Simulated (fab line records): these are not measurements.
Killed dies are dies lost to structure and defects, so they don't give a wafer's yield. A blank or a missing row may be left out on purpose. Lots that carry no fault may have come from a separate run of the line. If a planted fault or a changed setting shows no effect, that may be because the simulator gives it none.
Struck lot and sound lot, side by side | flow n5Finfet | 39 out of 1938 route steps
Sound: the wafers L999.4, L999.5, L999.6. Struck: wafer L105.5 (left out: L105.3, L105.4 of the same lot, which were not struck); the cause appears at the end.
At each step with rows: each side's tool, then ch and its chambers, then its first start. Under that, the readings that differ: sound wafers | struck wafers | difference of the means | sigmas: that difference in standard deviations of wafers without a fault.
alike: same words and numbers on both sides, and readings whose means sit less than 2 such deviations apart. not compared: any withheld reading, any reading some wafer has no value for, any bound like >300 that may hide the same value, and any number with overlapping values for which the record gives no deviation.
A row with sigmas, a row that says differs or no value, or rows on one side alone: a step with any of these is where the two part. Non-overlapping numbers with no deviation appear without sigmas and do not part them. A reading that every wafer of one side lacks parts them only if that side has two wafers or more.

first, 9 steps without rows for these wafers: N5_BEOL_M4_ANNEAL_95 (time 240 s); N5_BEOL_M4_SPUTTER_96 (material Cu, target thk 4.5 nm, time 8.29 s); N5_BEOL_M4_ECD_50 (material Cu, target thk 300 nm); N5_BEOL_M4_ANNEAL_51 (time 90 s); N5_BEOL_M4_CMP_52 (polishes, stops on SiOC, t overpolish 6.8 s, target thk 40 nm); N5_BEOL_M4_PRE_CLEAN_60 (time 15 s); N5_BEOL_M4_CO_CAP_55 (material Co, precursor CCTBA/H2, target thk 2 nm, time 102.1 s); N5_BEOL_M4_PRE_CLEAN_56 (time 15 s); N5_BEOL_M4_DEP_57 (deposits SiCN from 3MS/NH3, target thk 8 nm, time 14 s).
N5_BEOL_M4_RC_MEAS_101:
  sound on prober-02 ch 0, day 8 03:07; struck on prober-01 ch 0, day 9 17:41
reading       | sound             | struck | difference | sigmas
ION_N (uA/um) | 679 667 679       | 653    | -22        | -2
VT_N (mV)     | 245.1 249.7 248.3 | 255.3  | +7.6       | +3
  alike: DIBL_N, DIBL_P, IOFF_N, IOFF_P, ION_P, SS_N, SS_P, VT_P
then, 24 steps without rows for these wafers: N5_BEOL_M5_ILD_DEP_00 (deposits SiCOH lowk from DEMS/porogen, target thk 140.64 nm, time 25.9 s); N5_BEOL_M5_CURE_79 (cures SiCOH lowk, time 240 s); N5_BEOL_M5_PECVD_70 (deposits SiO2 from TEOS/O2, target thk 16 nm, time 18 s); N5_BEOL_M5_HM_DEP_02 (deposits TiN, target thk 20 nm); N5_BEOL_M5_COAT_59 (time 60 s, resist thk 60 nm); N5_BEOL_M5_COAT_60 (time 60 s, resist thk 12 nm); N5_BEOL_M5_COAT_71 (time 60 s, resist thk 5 nm); N5_BEOL_M5_COAT_05 (resist thk 30 nm); N5_BEOL_M5_EBR_07; N5_BEOL_M5_SOFTBAKE_06 (time 60 s); N5_BEOL_M5_EXPOSE_08 (exposes mask M5, target cd 28 nm); N5_BEOL_M5_PEB_09 (peb time 60 s); N5_BEOL_M5_DEVELOP_10 (develop time 30 s); N5_BEOL_M5_DESCUM_16 (chemistry O2, time 7 s); N5_BEOL_M5_ETCH_72 (etches underlayer in N2/H2, target depth 6.5 nm, time 5.2 s); N5_BEOL_M5_ETCH_61 (etches SiARC in CF4, target depth 15.6 nm, time 26 s); N5_BEOL_M5_ETCH_62 (etches SOC in N2/H2, target depth 75 nm, overetch 15 nm, time 112.5 s); N5_BEOL_M5_STRIP_63 (strips in N2/H2); N5_BEOL_M5_STRIP_73 (strips in N2/H2); N5_BEOL_M5_STRIP_64 (strips in CF4); N5_BEOL_M5_HM_OPEN_17 (chemistry Cl2/BCl3, target TiN, target depth 20 nm, overetch 6 nm); N5_BEOL_M5_STRIP_19 (strips in O2); N5_BEOL_M5_COAT_65 (time 60 s, resist thk 60 nm); N5_BEOL_M5_COAT_66 (time 60 s, resist thk 12 nm).
-- a jump in the record: the struck wafers' starts before and after are 4 days apart (it breaks off in module BEOL_M5 and resumes in module BEOL_M15, where the first step shown is number 1800 of the route) --
N5_BEOL_M15_EXPOSE_25: exposes mask M15, target cd 400 nm.
  sound on krfScanner-02 ch 0, day 11 15:12; struck on krfScanner-02 ch 0, day 13 12:20
  alike: mask
N5_BEOL_M15_CD_MEAS_28: the cd target is 407.6 nm.
  sound on cdSem-01 ch 0, day 11 15:21; struck on cdSem-03 ch 0, day 13 12:30
reading   | sound             | struck | difference | sigmas
cdNm (nm) | 412.8 410.5 409.4 | 544.6  | +133.7     | +89
N5_BEOL_M15_DESCUM_33: chemistry O2, time 7.9 s.
  sound on rieDiel-05 ch 1,2, day 11 15:26; struck on rieDiel-01 ch 3, day 13 12:35
reading                      | sound             | struck | difference | sigmas
rfVppV (V)                   | 243.3 244.7 244.0 | 240.7  | -3.3       | -3
showerheadPlenumPTorr (Torr) | 2.12 2.12 2.12    | 2.00   | -0.12      | -3
model.BEOL_M15.cdNm (nm)     | 412.8 410.6 409.6 | 544.2  | +133.2     | 
  alike: drypumpMotorCurrentA, oesProductAu, throttleValvePct
  not compared: rfHoursCounterH
N5_BEOL_M15_ETCH_38: etches SiCN in CF4/N2, target depth 106.4 nm, time 120.5 s.
  sound: rieDiel-02 ch 0,1,2; struck: rieDiel-01 ch 3
reading                      | sound           | struck | difference | sigmas
showerheadPlenumPTorr (Torr) | 2.25 2.23 2.19  | 2.12   | -0.10      | -3
model.BEOL_M15.cdNm (nm)     | 405 403.2 401.8 | 536.2  | +132.9     | 
  alike: drypumpMotorCurrentA, oesProductAu, rfVppV, throttleValvePct
  not compared: rfHoursCounterH
N5_PASSIVATION_PROBE_49:
  only the struck wafers here have rows in the record (prober-01, day 14 08:08); the sound ones have none

== WHERE THEY PART ==
At N5_BEOL_M4_RC_MEAS_101 first; at N5_PASSIVATION_PROBE_49 last (within this record only).

WHY: what had been put in by the simulator
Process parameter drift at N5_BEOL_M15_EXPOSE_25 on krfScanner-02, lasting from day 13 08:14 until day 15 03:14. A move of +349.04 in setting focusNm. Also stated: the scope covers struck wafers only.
